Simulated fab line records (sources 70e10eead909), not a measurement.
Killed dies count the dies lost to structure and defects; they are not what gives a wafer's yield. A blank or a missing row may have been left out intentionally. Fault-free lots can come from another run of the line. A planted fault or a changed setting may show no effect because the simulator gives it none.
The tool behind it: which one? | flow nand-harc | 39 wafers from 13 lots sampled at 5 of the route's 1302 steps

WHAT THE GAUGES READ, wafer by wafer
NHARC_THIN_TSV_THK_MEAS_02: measures by ir.
lot  | measured     | on            | thk-nm (nm)
L822 | day 24 01:05 | film-metro-01 | 2835 2622 2899
L823 | day 23 23:54 | film-metro-02 | 2579 3093 2963
L825 | day 25 12:12 | film-metro-01 | 2723 2954 2826
L826 | day 25 09:47 | film-metro-01 | 2990 3067 3102
L827 | day 26 04:28 | film-metro-02 | 3147 3377 2991
L828 | day 27 02:06 | film-metro-02 | 3191 2929 2869
L831 | day 27 19:04 | film-metro-01 | 3051 3289 3477
L833 | day 28 17:47 | film-metro-02 | 2998 2819 3104
L835 | day 28 22:31 | film-metro-01 | 3110 2887 3043
L834 | day 28 23:43 | film-metro-01 | 3297 3133 3066
L838 | day 29 23:05 | film-metro-02 | 3081 2918 2940
L842 | day 32 12:24 | film-metro-02 | 3168 3029 2833
L843 | day 32 13:36 | film-metro-02 | 2935 3001 2824

NHARC_THIN_TSV_CD_MEAS_12: target cd 1000 nm.
lot  | measured     | on        | cd-nm (nm)
L822 | day 24 02:08 | cd-sem-02 | 1002.8 1001.6 1000.1
L823 | day 24 00:57 | cd-sem-03 | 1003.1 1001.4 998.6
L825 | day 25 13:15 | cd-sem-03 | 1000.2 1000.9 1004.5
L826 | day 25 10:50 | cd-sem-01 | 999.1 999.8 997.0
L827 | day 26 05:31 | cd-sem-03 | 1001.0 999.8 997.1
L828 | day 27 03:10 | cd-sem-03 | 998.4 997.8 1000.6
L831 | day 27 19:59 | cd-sem-03 | 999.3 1001.0 995.9
L833 | day 28 18:52 | cd-sem-02 | 996.8 1003.1 1000.1
L835 | day 28 23:26 | cd-sem-02 | 998.7 999.8 998.4
L834 | day 29 00:46 | cd-sem-01 | 1001.0 999.0 998.3
L838 | day 30 00:08 | cd-sem-03 | 1002.4 998.2 1000.0
L842 | day 32 13:20 | cd-sem-01 | 1004.6 997.9 999.3
L843 | day 32 14:39 | cd-sem-01 | 998.7 995.9 1000.2

NHARC_END_SORT_01.
lot  | measured     | on        | killed-at-array | killed-at-other | killed-at-periphery | killed-dies | killed-open | killed-short
L842 | day 33 05:18 | prober-02 | 112 117 123     | 1 0 0           | 2 0 3               | 115 117 126 | 2 0 5       | 3 2 4
L843 | day 33 04:29 | prober-01 | 114 120 119     | 0 0 1           | 3 2 6               | 117 122 126 | 2 3 5       | 3 5 4

TOOL THAT RAN EACH LOT (tool first, then ch and the chambers of the sampled wafers, then the start)
lot  | NHARC_A_STAIRCASE_HM_DEP_459  | NHARC_THIN_TSV_ETCH_59
L822 | acl-dep-01 ch 0, day 17 03:54 | rie-metal-01 ch 0,1, day 24 08:13
L823 | acl-dep-01 ch 0, day 17 05:45 | rie-metal-02 ch 0,1, day 24 07:00
L825 | acl-dep-01 ch 0, day 18 02:37 | rie-metal-01 ch 0,1, day 25 19:33
L826 | acl-dep-02 ch 0, day 18 08:02 | rie-metal-02 ch 0,1, day 25 17:05
L827 | acl-dep-01 ch 0, day 18 23:08 | rie-metal-02 ch 0,1, day 26 12:16
L828 | acl-dep-01 ch 0, day 19 18:29 | rie-metal-03 ch 0,1, day 27 09:20
L831 | acl-dep-02 ch 0, day 20 20:00 | rie-metal-02 ch 0,1, day 28 02:16
L833 | acl-dep-01 ch 0, day 21 14:02 | rie-metal-01 ch 0,1, day 29 01:05
L835 | acl-dep-01 ch 0, day 22 07:48 | rie-metal-02 ch 0,1, day 29 05:32
L834 | acl-dep-02 ch 0, day 22 11:52 | rie-metal-03 ch 0,1, day 29 06:52
L838 | acl-dep-01 ch 0, day 22 22:07 | rie-metal-01 ch 0, day 30 06:11
L842 | acl-dep-01 ch 0, day 25 07:38 | rie-metal-03 ch 1, day 32 19:39
L843 | acl-dep-01 ch 0, day 25 09:11 | rie-metal-02 ch 0,1, day 32 21:03
- NHARC_A_STAIRCASE_HM_DEP_459: deposits aC, target thk 1500 nm.
- NHARC_THIN_TSV_ETCH_59: etches the open film in Cl2/BCl3, target depth 880 nm, time 138.1 s.

WHAT THE TOOLS THEMSELVES READ (means of the sampled wafers that have a number; where no wafer has one, the mark that the record gives instead)
NHARC_A_STAIRCASE_HM_DEP_459.
lot  | tool       | throttle-valve-pct (%)
L822 | acl-dep-01 | 34.999
L823 | acl-dep-01 | 35.009
L825 | acl-dep-01 | 35.005
L826 | acl-dep-02 | 35.000
L827 | acl-dep-01 | 35.000
L828 | acl-dep-01 | 34.994
L831 | acl-dep-02 | 34.998
L833 | acl-dep-01 | 34.996
L835 | acl-dep-01 | 34.993
L834 | acl-dep-02 | 34.997
L838 | acl-dep-01 | 34.997
L842 | acl-dep-01 | 35.000
L843 | acl-dep-01 | 34.995

NHARC_THIN_TSV_ETCH_59.
lot  | tool         | bias-w (W) | drypump-motor-current-A (A) | mfc-cl2-sccm (sccm) | oes-product-au (a.u.) | throttle-valve-pct (%)
L822 | rie-metal-01 | 99.88      | 5.3                         | 60.03               | 0.981                 | 22.264
L823 | rie-metal-02 | 99.81      | 6.0                         | 59.96               | 0.999                 | 22.267
L825 | rie-metal-01 | 100.21     | 5.3                         | 60.10               | 1.003                 | 22.261
L826 | rie-metal-02 | 99.97      | 6.0                         | 60.05               | 1.002                 | 22.266
L827 | rie-metal-02 | 99.73      | 6.0                         | 59.82               | 1.010                 | 22.264
L828 | rie-metal-03 | 99.71      | 5.5                         | 59.94               | 0.994                 | 22.260
L831 | rie-metal-02 | 100.26     | 6.0                         | 59.93               | 0.992                 | 22.268
L833 | rie-metal-01 | 100.05     | 5.3                         | 60.01               | 1.007                 | 22.269
L835 | rie-metal-02 | 99.95      | 6.0                         | 60.22               | 0.988                 | 22.269
L834 | rie-metal-03 | 100.21     | 5.6                         | 60.17               | 1.006                 | 22.265
L838 | rie-metal-01 | 100.39     | 5.3                         | 60.18               | 1.013                 | 22.261
L842 | rie-metal-03 | 100.12     | 5.7                         | 60.14               | 1.005                 | 22.260
L843 | rie-metal-02 | 100.26     | 6.0                         | 59.92               | 0.984                 | 22.266

THE ANSWER, worked out from the rows above alone
Rule: usual is defined by the lots themselves. The widest of any qualifying gaps counts: lots, ordered by their means at a reading, are off when they make up no more than a third of the lots, leave a main group of 4 or more, and stand apart from it by 3 or more times the standard deviation of that group's means. The tables above print the reading to a certain number of digits; a main group whose means all agree to those digits is not used. Also off: a lot with no number at a reading for which 4 or more lots have one. The other lots that the step has rows for count as sound. First the gauges in route order, then the tools' own readings, where a lot's mean is used as printed above. The first step at which some lot is off is used, and at that step the reading that is off furthest; a lot without a number counts as furthest.
No lot is off on any of the readings shown, so nothing can be concluded from this.

WHAT THE SIMULATOR PUT IN
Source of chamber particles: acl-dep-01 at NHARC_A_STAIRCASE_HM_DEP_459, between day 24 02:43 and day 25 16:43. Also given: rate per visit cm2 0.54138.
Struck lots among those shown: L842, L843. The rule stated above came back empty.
